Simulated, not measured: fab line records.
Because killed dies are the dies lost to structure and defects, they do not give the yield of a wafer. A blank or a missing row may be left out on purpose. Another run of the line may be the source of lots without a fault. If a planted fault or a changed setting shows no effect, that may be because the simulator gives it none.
Which tool is to blame? + flow nand_harc + 6 lots with 18 wafers sampled at 5 steps, on a route of 1302 steps

WHAT THE GAUGES SHOWED, per wafer
NHARC_END_SORT_01.
| lot  | measured     | on        | killed_at_array |
|------|--------------|-----------|-----------------|
| L844 | day 32 02:51 | prober-01 | 58 69 51        |

TOOL THAT RAN EACH LOT (tool first, then ch and the chambers of the sampled wafers, then the start)
| lot  | NHARC_A_CHANNEL_HOLE_D1_ETCH_19  | NHARC_A_CHANNEL_HOLE_D1_ETCH_21  | NHARC_A_CHANNEL_FILL_D1_ALD_14   | NHARC_A_CHANNEL_FILL_D1_ETCHBACK_08 |
|------|----------------------------------|----------------------------------|----------------------------------|-------------------------------------|
| L826 | har_etch-02 ch 0,1, day 9 02:31  | har_etch-02 ch 0,1, day 9 02:56  | ald_hk-03 ch 0,2,3, day 9 17:42  | rie_diel-11 ch 0,2, day 11 05:52    |
| L838 | har_etch-01 ch 0,1, day 13 15:55 | har_etch-01 ch 0,1, day 13 16:31 | ald_hk-01 ch 1,2, day 14 04:49   | rie_diel-09 ch 0,1,3, day 15 16:40  |
| L841 | har_etch-01 ch 0,1, day 15 04:04 | har_etch-01 ch 0,1, day 15 04:34 | ald_hk-03 ch 0,1,3, day 15 16:58 | rie_diel-11 ch 0,2,3, day 17 04:11  |
| L844 | har_etch-01 ch 0, day 16 14:02   | har_etch-01 ch 0, day 16 14:28   | ald_hk-03 ch 1,2, day 17 03:00   | rie_diel-09 ch 1,2,3, day 18 15:37  |
| L846 | har_etch-01 ch 0,1, day 17 04:56 | har_etch-01 ch 0,1, day 17 05:25 | ald_hk-01 ch 0,2, day 17 17:51   | rie_diel-09 ch 1,3, day 19 04:19    |
| L848 | har_etch-01 ch 0,1, day 18 11:11 | har_etch-01 ch 0,1, day 18 11:40 | ald_hk-01 ch 2,3, day 19 00:50   | rie_diel-09 ch 1,3, day 20 12:01    |
- NHARC_A_CHANNEL_HOLE_D1_ETCH_19: etches the open film in C4F8/O2/Ar, time 34.5 s.
- NHARC_A_CHANNEL_HOLE_D1_ETCH_21: etches the open film in C4F8/O2/Ar, time 514.3 s, target depth 1600 nm.
- NHARC_A_CHANNEL_FILL_D1_ALD_14: deposits SiO2, target thk 2.5 nm, pulse time 10 s, ald cycles 25.
- NHARC_A_CHANNEL_FILL_D1_ETCHBACK_08: etches the open film in C4F8, target depth 220 nm, time 110 s.

THE ANSWER, worked out from the rows above alone
Rule: the lots themselves supply what counts as usual. The widest of any qualifying gaps counts: lots, ordered by their means at a reading, are off when they make up no more than a third of the lots, leave a main group of 4 or more, and stand apart from it by 3 or more times the standard deviation of that group's means. If all means in a main group match to the digits the tables above print for the reading, that group is not used. Also off: a lot with no number at a reading for which 4 or more lots have one. Where the step has rows for the other lots, those lots are counted as sound.
None of the lots is off at any reading shown; this tells nothing.

WHAT HAD BEEN PUT IN BY THE SIMULATOR
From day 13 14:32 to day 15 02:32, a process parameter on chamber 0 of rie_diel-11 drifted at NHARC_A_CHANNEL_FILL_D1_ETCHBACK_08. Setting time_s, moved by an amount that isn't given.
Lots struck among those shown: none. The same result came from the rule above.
